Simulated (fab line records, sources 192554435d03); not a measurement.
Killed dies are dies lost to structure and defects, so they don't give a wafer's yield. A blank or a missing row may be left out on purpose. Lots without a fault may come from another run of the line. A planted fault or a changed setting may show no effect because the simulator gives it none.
Chamber matching | flow n5_finfet | N5_BEOL_M2_ILD_DEP_00 on pecvd-03: 3 sister chambers
The step deposits SiOC from DEMS/O2, target thk 79 nm, time 15.3 s. 16 wafers are shown with their chamber, then 8 later ones without.

WAFERS WITH THEIR CHAMBER
wafer  | chamber | throttle_valve_pct (%) | showerhead_plenum_p_Torr (Torr) | heater_power_w (W)
L533.1 | 1       | 11.0                   | 5.665                           | 483
L533.4 | 1       | 11.0                   | 5.667                           | 481
L533.5 | 2       | 10.8                   | 5.687                           | 423
L535.2 | 2       | 11.1                   | 5.668                           | 432
L535.3 | 0       | 13.8                   | 5.717                           | 350
L535.6 | 0       | 13.5                   | 5.718                           | 345
L534.3 | 1       | 10.9                   | 5.673                           | 431
L534.4 | 0       | 13.7                   | 5.717                           | 346
L534.5 | 1       | 10.8                   | 5.667                           | 435
L541.1 | 1       | 10.8                   | 5.666                           | 446
L541.5 | 1       | 10.9                   | 5.663                           | 465
L541.6 | 0       | 13.5                   | 5.708                           | 378
L543.1 | 0       | 13.7                   | 5.715                           | 314
L543.3 | 2       | 11.1                   | 5.692                           | 439
L543.5 | 1       | 10.9                   | 5.676                           | 396
L549.2 | 2       | 11.0                   | 5.691                           | 452

SIGNATURES (means of the wafers above)
reading                  | chamber 0 | chamber 1 | chamber 2 | scatter within a chamber
throttle_valve_pct       | 13.640    | 10.900    | 11.000    | 0.115
showerhead_plenum_p_Torr | 5.71500   | 5.66814   | 5.68450   | 0.00663
heater_power_w           | 346.60    | 448.14    | 436.50    | 25.2
Rule: a wafer's distance from a chamber is the root of the sum, over the readings, of the square of ((its reading less the chamber's mean) divided by the reading's scatter). The wafer belongs to the nearest chamber; if the next one is less than 2 further off, it can't be placed. The scatter: the root of (the sum of the squares of (reading less its chamber's mean) over the shown wafers, divided by (wafers less chambers)).

WAFERS WITHOUT THEIR CHAMBER
wafer  | throttle_valve_pct (%) | showerhead_plenum_p_Torr (Torr) | heater_power_w (W)
L549.5 | 13.5                   | 5.702                           | 370
L549.6 | 11.1                   | 5.670                           | 456
L550.2 | 11.2                   | 5.671                           | 392
L550.4 | 11.1                   | 5.680                           | 390
L550.5 | 10.9                   | 5.665                           | 477
L551.3 | 10.8                   | 5.655                           | 446
L551.4 | 13.6                   | 5.713                           | 314
L551.5 | 11.0                   | 5.684                           | 433

WHICH CHAMBER EACH WENT THROUGH
wafer  | from the rows above     | in truth
L549.5 | 0                       | 0
L549.6 | can't be placed: 1 or 2 | 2
L550.2 | can't be placed: 2 or 1 | 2
L550.4 | can't be placed: 2 or 1 | 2
L550.5 | 1                       | 1
L551.3 | 1                       | 1
L551.4 | 0                       | 0
L551.5 | 2                       | 2
Placed correctly: 5 of 8. Can't be placed from these rows: 3 (the true chamber is among the candidates in 3). Placed wrongly: 0.
